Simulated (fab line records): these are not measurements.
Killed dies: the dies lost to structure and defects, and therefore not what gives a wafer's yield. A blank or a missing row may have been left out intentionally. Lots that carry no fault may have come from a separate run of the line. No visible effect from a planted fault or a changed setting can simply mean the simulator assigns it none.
Which tool is to blame? :: flow n5Finfet :: 9 lots, 24 wafers sampled, at 5 steps of a route of 1938

WHAT EACH GAUGE READ, for each wafer
N5_BEOL_M4_RC_MEAS_101. Usual: DIBL_N 37.7 mV/V, standard deviation 2; DIBL_P 37.7 mV/V, standard deviation 2.3; IOFF_N 0.18 nA/um, standard deviation 0.039; IOFF_N_85C 3.5 nA/um, standard deviation 0.62; IOFF_N_LIN 0.083 nA/um, standard deviation 0.014; IOFF_N_LONG 5.54e-05 nA/um, standard deviation 2.7e-06; IOFF_P 0.23 nA/um, standard deviation 0.042; ION_N 681 uA/um, standard deviation 12; ION_P 463 uA/um, standard deviation 8; SS_N 71.9 mV/dec, standard deviation 0.68; SS_P 73.6 mV/dec, standard deviation 0.71; VT_N 248 mV, standard deviation 3.2; VT_N_LONG 274.5 mV, standard deviation 2.1; VT_N_LVT 98 mV, standard deviation 3.2; VT_P -249 mV, standard deviation 3.1.
lot: L776
measured: day 12 09:55
on: prober-01
DIBL_N (mV/V): 36.0 41.0 37.1
DIBL_P (mV/V): 33.5 39.8 35.3
IOFF_N (nA/um): 0.15 0.31 0.17
IOFF_N_85C (nA/um): 3.1 5.3 3.4
IOFF_N_LIN (nA/um): 0.073 0.124 0.079
IOFF_N_LONG (nA/um): 5.6e-05 5.5e-05 5.4e-05
IOFF_P (nA/um): 0.17 0.28 0.20
ION_N (uA/um): 683 702 672
ION_P (uA/um): 459 465 459
SS_N (mV/dec): 71.5 72.3 71.9
SS_P (mV/dec): 73.2 74.6 73.7
VT_N (mV): 248 239 247
VT_N_LONG (mV): 275.1 274.3 274.9
VT_N_LVT (mV): 97 89 98
VT_P (mV): -252 -246 -250
flag: 

lot: L777
measured: day 12 01:04
on: prober-02
DIBL_N (mV/V): 42.7 36.7 42.0
DIBL_P (mV/V): 41.4 34.8 40.6
IOFF_N (nA/um): 0.26 0.13 0.25
IOFF_N_85C (nA/um): 4.7 2.6 4.5
IOFF_N_LIN (nA/um): 0.111 0.064 0.107
IOFF_N_LONG (nA/um): 5.7e-05 5.58e-05 5.68e-05
IOFF_P (nA/um): 0.31 0.18 0.30
ION_N (uA/um): 704 672 707
ION_P (uA/um): 480 465 482
SS_N (mV/dec): 73.3 71.3 72.9
SS_P (mV/dec): 74.6 72.9 74.4
VT_N (mV): 244 254 245
VT_N_LONG (mV): 276.1 272.0 275.6
VT_N_LVT (mV): 92 101 93
VT_P (mV): -245 -254 -247
flag: 

lot: L782
measured: day 13 10:34
on: prober-01
DIBL_N (mV/V): 40.2 39.1
DIBL_P (mV/V): 40.8 39.3
IOFF_N (nA/um): 0.42 0.40
IOFF_N_85C (nA/um): 7.0 6.8
IOFF_N_LIN (nA/um): 0.181 0.169
IOFF_N_LONG (nA/um): 8.61e-05 9.15e-05
IOFF_P (nA/um): 0.23 0.20
ION_N (uA/um): 713 728
ION_P (uA/um): 450 458
SS_N (mV/dec): 72.8 72.5
SS_P (mV/dec): 74.5 73.8
VT_N (mV): 227 228
VT_N_LONG (mV): 257.0 254.0
VT_N_LVT (mV): 76 76
VT_P (mV): -253 -253
flag: OFF

lot: L783
measured: day 13 18:59
on: prober-02
DIBL_N (mV/V): 38.7 36.7
DIBL_P (mV/V): 39.1 36.1
IOFF_N (nA/um): 0.37 0.15
IOFF_N_85C (nA/um): 6.3 3.0
IOFF_N_LIN (nA/um): 0.162 0.070
IOFF_N_LONG (nA/um): 8.26e-05 5.05e-05
IOFF_P (nA/um): 0.21 0.18
ION_N (uA/um): 719 680
ION_P (uA/um): 453 458
SS_N (mV/dec): 72.9 72.5
SS_P (mV/dec): 74.1 73.9
VT_N (mV): 229 250
VT_N_LONG (mV): 258.9 280.7
VT_N_LVT (mV): 82 104
VT_P (mV): -255 -256
flag: OFF

lot: L784
measured: day 13 21:57
on: prober-01
DIBL_N (mV/V): 37.6 40.3
DIBL_P (mV/V): 36.9 38.5
IOFF_N (nA/um): 0.31 0.43
IOFF_N_85C (nA/um): 5.4 7.0
IOFF_N_LIN (nA/um): 0.145 0.173
IOFF_N_LONG (nA/um): 8.96e-05 9.31e-05
IOFF_P (nA/um): 0.19 0.22
ION_N (uA/um): 704 722
ION_P (uA/um): 453 455
SS_N (mV/dec): 72.0 72.7
SS_P (mV/dec): 74.0 74.1
VT_N (mV): 231 229
VT_N_LONG (mV): 256.7 255.6
VT_N_LVT (mV): 81 77
VT_P (mV): -253 -249
flag: OFF

lot: L787
measured: day 14 15:04
on: prober-02
DIBL_N (mV/V): 40.5 34.8 39.7
DIBL_P (mV/V): 39.8 32.8 38.2
IOFF_N (nA/um): 0.25 0.13 0.21
IOFF_N_85C (nA/um): 4.7 2.6 3.9
IOFF_N_LIN (nA/um): 0.104 0.061 0.088
IOFF_N_LONG (nA/um): 5.74e-05 5.87e-05 5.77e-05
IOFF_P (nA/um): 0.26 0.16 0.23
ION_N (uA/um): 689 669 681
ION_P (uA/um): 464 452 462
SS_N (mV/dec): 72.8 70.7 72.7
SS_P (mV/dec): 74.4 72.4 73.4
VT_N (mV): 242 250 246
VT_N_LONG (mV): 274.9 274.0 271.0
VT_N_LVT (mV): 91 100 95
VT_P (mV): -247 -253 -252
flag: 

lot: L790
measured: day 15 08:53
on: prober-01
DIBL_N (mV/V): 40.9 37.4 37.9
DIBL_P (mV/V): 40.7 36.3 36.6
IOFF_N (nA/um): 0.22 0.16 0.16
IOFF_N_85C (nA/um): 4.1 3.2 3.2
IOFF_N_LIN (nA/um): 0.096 0.075 0.076
IOFF_N_LONG (nA/um): 5.41e-05 5.43e-05 5.47e-05
IOFF_P (nA/um): 0.30 0.22 0.22
ION_N (uA/um): 692 676 679
ION_P (uA/um): 477 468 471
SS_N (mV/dec): 72.4 71.1 71.7
SS_P (mV/dec): 74.6 73.8 73.2
VT_N (mV): 244 248 250
VT_N_LONG (mV): 273.6 274.7 273.3
VT_N_LVT (mV): 97 102 102
VT_P (mV): -242 -250 -249
flag: 

lot: L793
measured: day 16 00:22
on: prober-01
DIBL_N (mV/V): 38.0 37.0 39.6
DIBL_P (mV/V): 36.7 35.4 38.5
IOFF_N (nA/um): 0.18 0.16 0.20
IOFF_N_85C (nA/um): 3.4 3.1 3.7
IOFF_N_LIN (nA/um): 0.079 0.072 0.085
IOFF_N_LONG (nA/um): 5.7e-05 5.78e-05 5.71e-05
IOFF_P (nA/um): 0.22 0.20 0.24
ION_N (uA/um): 665 677 681
ION_P (uA/um): 457 462 463
SS_N (mV/dec): 71.2 71.2 72.0
SS_P (mV/dec): 73.7 73.1 74.4
VT_N (mV): 248 248 246
VT_N_LONG (mV): 271.8 274.9 273.8
VT_N_LVT (mV): 96 96 96
VT_P (mV): -250 -249 -251
flag: 

lot: L798
measured: day 17 18:26
on: prober-02
DIBL_N (mV/V): 36.5 33.3 36.9
DIBL_P (mV/V): 36.5 31.9 37.3
IOFF_N (nA/um): 0.16 0.12 0.19
IOFF_N_85C (nA/um): 3.2 2.5 3.5
IOFF_N_LIN (nA/um): 0.077 0.063 0.087
IOFF_N_LONG (nA/um): 6.23e-05 6.26e-05 6.11e-05
IOFF_P (nA/um): 0.26 0.17 0.26
ION_N (uA/um): 662 680 686
ION_P (uA/um): 460 463 475
SS_N (mV/dec): 71.5 70.8 72.2
SS_P (mV/dec): 73.6 73.0 74.0
VT_N (mV): 250 248 248
VT_N_LONG (mV): 272.1 270.0 272.4
VT_N_LVT (mV): 101 102 98
VT_P (mV): -245 -251 -246
flag: 

WHAT TOOL EACH LOT RAN ON (gives the tool, then ch and the chambers of the sampled wafers, and finally the start)
lot: L776
N5_HKMG_FIN_ALD_79: aldMetal-03 ch 1,2,3, day 4 08:55
N5_HKMG_FIN_ETCH_31: rieDiel-05 ch 1,2, day 4 11:25
N5_HKMG_FIN_NWFM_ALD_20: aldMetal-01 ch 0,1, day 4 13:26
N5_HKMG_FIN_STRIP_90: rieDiel-05 ch 0,2, day 4 13:56

lot: L777
N5_HKMG_FIN_ALD_79: aldMetal-02 ch 0,1, day 4 10:37
N5_HKMG_FIN_ETCH_31: rieDiel-05 ch 2,3, day 4 12:40
N5_HKMG_FIN_NWFM_ALD_20: aldMetal-01 ch 0,1,2, day 4 14:35
N5_HKMG_FIN_STRIP_90: rieDiel-04 ch 0,1, day 4 15:05

lot: L782
N5_HKMG_FIN_ALD_79: aldMetal-02 ch 1,2, day 6 02:37
N5_HKMG_FIN_ETCH_31: rieDiel-01 ch 1,2, day 6 04:34
N5_HKMG_FIN_NWFM_ALD_20: aldMetal-01 ch 1,3, day 6 06:29
N5_HKMG_FIN_STRIP_90: rieDiel-01 ch 0,3, day 6 06:59

lot: L783
N5_HKMG_FIN_ALD_79: aldMetal-01 ch 1,3, day 6 04:07
N5_HKMG_FIN_ETCH_31: rieDiel-04 ch 2,3, day 6 06:01
N5_HKMG_FIN_NWFM_ALD_20: aldMetal-01 ch 2,3, day 6 07:58
N5_HKMG_FIN_STRIP_90: rieDiel-05 ch 2,3, day 6 08:28

lot: L784
N5_HKMG_FIN_ALD_79: aldMetal-01 ch 0,1, day 6 10:42
N5_HKMG_FIN_ETCH_31: rieDiel-04 ch 1,2, day 6 12:44
N5_HKMG_FIN_NWFM_ALD_20: aldMetal-01 ch 1,2, day 6 14:56
N5_HKMG_FIN_STRIP_90: rieDiel-04 ch 0,1, day 6 15:26

lot: L787
N5_HKMG_FIN_ALD_79: aldMetal-02 ch 0,1,2, day 7 06:33
N5_HKMG_FIN_ETCH_31: rieDiel-04 ch 2,3, day 7 09:00
N5_HKMG_FIN_NWFM_ALD_20: aldMetal-02 ch 0,1,2, day 7 10:56
N5_HKMG_FIN_STRIP_90: rieDiel-04 ch 2,3, day 7 11:27

lot: L790
N5_HKMG_FIN_ALD_79: aldMetal-02 ch 0,1,3, day 7 19:55
N5_HKMG_FIN_ETCH_31: rieDiel-05 ch 1,2,3, day 7 22:11
N5_HKMG_FIN_NWFM_ALD_20: aldMetal-02 ch 0,1,2, day 8 00:07
N5_HKMG_FIN_STRIP_90: rieDiel-05 ch 2,3, day 8 00:52

lot: L793
N5_HKMG_FIN_ALD_79: aldMetal-01 ch 2,3, day 8 12:08
N5_HKMG_FIN_ETCH_31: rieDiel-01 ch 0,3, day 8 14:55
N5_HKMG_FIN_NWFM_ALD_20: aldMetal-02 ch 0,3, day 8 16:55
N5_HKMG_FIN_STRIP_90: rieDiel-01 ch 1,2, day 8 17:35

lot: L798
N5_HKMG_FIN_ALD_79: aldMetal-01 ch 0,1,2, day 9 23:37
N5_HKMG_FIN_ETCH_31: rieDiel-01 ch 0,1,3, day 10 01:56
N5_HKMG_FIN_NWFM_ALD_20: aldMetal-02 ch 0,2,3, day 10 03:52
N5_HKMG_FIN_STRIP_90: rieDiel-05 ch 1,2,3, day 10 04:24
- N5_HKMG_FIN_ALD_79: deposits TiN, target thk 1.5 nm, pulse time 1 s, purge time 3 s.
- N5_HKMG_FIN_ETCH_31: etches SiARC in CF4, target depth 45.5 nm, time 75.8 s.
- N5_HKMG_FIN_NWFM_ALD_20: deposits TiAlC, target thk 2 nm, pulse time 3 s, purge time 2 s.
- N5_HKMG_FIN_STRIP_90: strips SOC in N2/H2, time 20 s.

WHAT THE TOOLS THEMSELVES READ (means of the sampled wafers that have a number; where no wafer has one, the mark that the record gives instead)
N5_HKMG_FIN_ALD_79. Usual: chamberPressureTorr 2.999 Torr, standard deviation 0.0067; heaterPowerW 885 W, standard deviation 92; precursorPulseHeightRel 1.000, standard deviation 0.019.
lot: L776
tool: aldMetal-03
chamberPressureTorr (Torr): 3.001
heaterPowerW (W): 864
precursorPulseHeightRel: 1.007
flag: 

lot: L777
tool: aldMetal-02
chamberPressureTorr (Torr): 2.994
heaterPowerW (W): 813
precursorPulseHeightRel: 1.001
flag: 

lot: L782
tool: aldMetal-02
chamberPressureTorr (Torr): 3.000
heaterPowerW (W): 908
precursorPulseHeightRel: 0.982
flag: 

lot: L783
tool: aldMetal-01
chamberPressureTorr (Torr): 2.996
heaterPowerW (W): 980
precursorPulseHeightRel: 1.002
flag: 

lot: L784
tool: aldMetal-01
chamberPressureTorr (Torr): 2.998
heaterPowerW (W): 920
precursorPulseHeightRel: 0.984
flag: 

lot: L787
tool: aldMetal-02
chamberPressureTorr (Torr): 2.995
heaterPowerW (W): 861
precursorPulseHeightRel: 1.011
flag: 

lot: L790
tool: aldMetal-02
chamberPressureTorr (Torr): 3.009
heaterPowerW (W): 876
precursorPulseHeightRel: 1.002
flag: 

lot: L793
tool: aldMetal-01
chamberPressureTorr (Torr): 2.997
heaterPowerW (W): 851
precursorPulseHeightRel: 1.009
flag: 

lot: L798
tool: aldMetal-01
chamberPressureTorr (Torr): 2.998
heaterPowerW (W): 874
precursorPulseHeightRel: 1.002
flag: 

N5_HKMG_FIN_ETCH_31. Usual: drypumpMotorCurrentA 5.9 A, standard deviation 0.41; etchRfOnTimeS 75.7 s, standard deviation 2.1; oesProductAu 0.68 a.u., standard deviation 0.08; rfVppV 184.3 V, standard deviation 1.2; showerheadPlenumPTorr 2.17 Torr, standard deviation 0.07; throttleValvePct 15.55 %, standard deviation 0.24.
lot: L776
tool: rieDiel-05
drypumpMotorCurrentA (A): 5.9
etchRfOnTimeS (s): 76.9
oesProductAu (a.u.): 0.72
rfVppV (V): 183.9
showerheadPlenumPTorr (Torr): 2.14
throttleValvePct (%): 15.57
flag: 

lot: L777
tool: rieDiel-05
drypumpMotorCurrentA (A): 6.4
etchRfOnTimeS (s): 73.7
oesProductAu (a.u.): 0.68
rfVppV (V): 182.8
showerheadPlenumPTorr (Torr): 2.08
throttleValvePct (%): 15.59
flag: 

lot: L782
tool: rieDiel-01
drypumpMotorCurrentA (A): 5.8
etchRfOnTimeS (s): 75.7
oesProductAu (a.u.): 0.62
rfVppV (V): 183.6
showerheadPlenumPTorr (Torr): 2.13
throttleValvePct (%): 15.67
flag: 

lot: L783
tool: rieDiel-04
drypumpMotorCurrentA (A): 5.7
etchRfOnTimeS (s): 74.0
oesProductAu (a.u.): 0.66
rfVppV (V): 185.5
showerheadPlenumPTorr (Torr): 2.19
throttleValvePct (%): 15.57
flag: 

lot: L784
tool: rieDiel-04
drypumpMotorCurrentA (A): 6.0
etchRfOnTimeS (s): 76.4
oesProductAu (a.u.): 0.74
rfVppV (V): 184.6
showerheadPlenumPTorr (Torr): 2.17
throttleValvePct (%): 15.48
flag: 

lot: L787
tool: rieDiel-04
drypumpMotorCurrentA (A): 5.6
etchRfOnTimeS (s): 74.3
oesProductAu (a.u.): 0.64
rfVppV (V): 184.9
showerheadPlenumPTorr (Torr): 2.18
throttleValvePct (%): 15.63
flag: 

lot: L790
tool: rieDiel-05
drypumpMotorCurrentA (A): 6.2
etchRfOnTimeS (s): 75.2
oesProductAu (a.u.): 0.78
rfVppV (V): 184.8
showerheadPlenumPTorr (Torr): 2.24
throttleValvePct (%): 15.41
flag: 

lot: L793
tool: rieDiel-01
drypumpMotorCurrentA (A): 6.3
etchRfOnTimeS (s): 78.0
oesProductAu (a.u.): 0.67
rfVppV (V): 184.9
showerheadPlenumPTorr (Torr): 2.22
throttleValvePct (%): 15.45
flag: 

lot: L798
tool: rieDiel-01
drypumpMotorCurrentA (A): 6.2
etchRfOnTimeS (s): 77.1
oesProductAu (a.u.): 0.63
rfVppV (V): 184.5
showerheadPlenumPTorr (Torr): 2.16
throttleValvePct (%): 15.63
flag: 

N5_HKMG_FIN_NWFM_ALD_20. Usual: chamberPressureTorr 3.000 Torr, standard deviation 0.0066; heaterPowerW 491 W, standard deviation 52; precursorPulseHeightRel 0.999, standard deviation 0.018.
lot: L776
tool: aldMetal-01
chamberPressureTorr (Torr): 2.996
heaterPowerW (W): 491
precursorPulseHeightRel: 0.996
flag: 

lot: L777
tool: aldMetal-01
chamberPressureTorr (Torr): 2.997
heaterPowerW (W): 484
precursorPulseHeightRel: 1.002
flag: 

lot: L782
tool: aldMetal-01
chamberPressureTorr (Torr): 2.996
heaterPowerW (W): 546
precursorPulseHeightRel: 1.006
flag: 

lot: L783
tool: aldMetal-01
chamberPressureTorr (Torr): 2.989
heaterPowerW (W): 492
precursorPulseHeightRel: 0.999
flag: 

lot: L784
tool: aldMetal-01
chamberPressureTorr (Torr): 3.010
heaterPowerW (W): 506
precursorPulseHeightRel: 1.006
flag: 

lot: L787
tool: aldMetal-02
chamberPressureTorr (Torr): 3.001
heaterPowerW (W): 473
precursorPulseHeightRel: 0.997
flag: 

lot: L790
tool: aldMetal-02
chamberPressureTorr (Torr): 3.006
heaterPowerW (W): 466
precursorPulseHeightRel: 0.987
flag: 

lot: L793
tool: aldMetal-02
chamberPressureTorr (Torr): 2.995
heaterPowerW (W): 477
precursorPulseHeightRel: 0.988
flag: 

lot: L798
tool: aldMetal-02
chamberPressureTorr (Torr): 3.002
heaterPowerW (W): 461
precursorPulseHeightRel: 0.984
flag: 

N5_HKMG_FIN_STRIP_90. Usual: drypumpMotorCurrentA 5.9 A, standard deviation 0.43; n2FlowSccm 300.1 sccm, standard deviation 0.89; oesProductAu 0.81 a.u., standard deviation 0.094; rfVppV 54.3 V, standard deviation 0.8; showerheadPlenumPTorr 3.43 Torr, standard deviation 0.11; throttleValvePct 19.1 %, standard deviation 0.51.
lot: L776
tool: rieDiel-05
drypumpMotorCurrentA (A): 5.7
n2FlowSccm (sccm): 299.4
oesProductAu (a.u.): 0.90
rfVppV (V): 54.4
showerheadPlenumPTorr (Torr): 3.50
throttleValvePct (%): 18.5
flag: 

lot: L777
tool: rieDiel-04
drypumpMotorCurrentA (A): 5.5
n2FlowSccm (sccm): 300.9
oesProductAu (a.u.): 0.80
rfVppV (V): 53.9
showerheadPlenumPTorr (Torr): 3.38
throttleValvePct (%): 19.4
flag: 

lot: L782
tool: rieDiel-01
drypumpMotorCurrentA (A): 6.3
n2FlowSccm (sccm): 301.8
oesProductAu (a.u.): 0.79
rfVppV (V): 54.4
showerheadPlenumPTorr (Torr): 3.47
throttleValvePct (%): 19.2
flag: 

lot: L783
tool: rieDiel-05
drypumpMotorCurrentA (A): 6.2
n2FlowSccm (sccm): 299.9
oesProductAu (a.u.): 0.95
rfVppV (V): 54.8
showerheadPlenumPTorr (Torr): 3.50
throttleValvePct (%): 18.6
flag: 

lot: L784
tool: rieDiel-04
drypumpMotorCurrentA (A): 5.7
n2FlowSccm (sccm): 298.9
oesProductAu (a.u.): 0.81
rfVppV (V): 54.0
showerheadPlenumPTorr (Torr): 3.39
throttleValvePct (%): 19.5
flag: 

lot: L787
tool: rieDiel-04
drypumpMotorCurrentA (A): 5.7
n2FlowSccm (sccm): 299.9
oesProductAu (a.u.): 0.77
rfVppV (V): 54.9
showerheadPlenumPTorr (Torr): 3.40
throttleValvePct (%): 18.9
flag: 

lot: L790
tool: rieDiel-05
drypumpMotorCurrentA (A): 6.1
n2FlowSccm (sccm): 299.7
oesProductAu (a.u.): 0.89
rfVppV (V): 54.6
showerheadPlenumPTorr (Torr): 3.47
throttleValvePct (%): 18.8
flag: 

lot: L793
tool: rieDiel-01
drypumpMotorCurrentA (A): 5.9
n2FlowSccm (sccm): 299.9
oesProductAu (a.u.): 0.69
rfVppV (V): 54.1
showerheadPlenumPTorr (Torr): 3.32
throttleValvePct (%): 19.3
flag: 

lot: L798
tool: rieDiel-05
drypumpMotorCurrentA (A): 6.2
n2FlowSccm (sccm): 300.0
oesProductAu (a.u.): 0.87
rfVppV (V): 55.1
showerheadPlenumPTorr (Torr): 3.51
throttleValvePct (%): 19.1
flag: 

THE ANSWER, worked out from the rows above alone
Rule: a lot is off if the mean of its wafers that have a number lies more than 3 standard deviations from the usual mean. Also off: a lot with no number at a reading for which 4 or more lots have one. Any other lot the step has rows for is counted as sound. Order of review: gauges by route order, followed by the tools' own readings, for which a lot's mean as printed above is used. At the first step where some lot is off, the reading lying furthest off is the one used; lots without a number count as furthest.
Off: L782, L783, L784, at N5_BEOL_M4_RC_MEAS_101 (IOFF_N_LONG).
A tool fits if, at a process step before that reading, it ran every lot that is off, and no sound lot after the first of them. The gauges at N5_BEOL_M4_RC_MEAS_101 are tried like those tools. One fits: aldMetal-01 at N5_HKMG_FIN_NWFM_ALD_20. Its last sound lot is L777 (day 4 14:35), its first lot that is off L782 (day 6 06:29): a fault that began between those two fits.

WHAT THE SIMULATOR PUT IN
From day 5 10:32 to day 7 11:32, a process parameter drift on aldMetal-01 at N5_HKMG_FIN_NWFM_ALD_20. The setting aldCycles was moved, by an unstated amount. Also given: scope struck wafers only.
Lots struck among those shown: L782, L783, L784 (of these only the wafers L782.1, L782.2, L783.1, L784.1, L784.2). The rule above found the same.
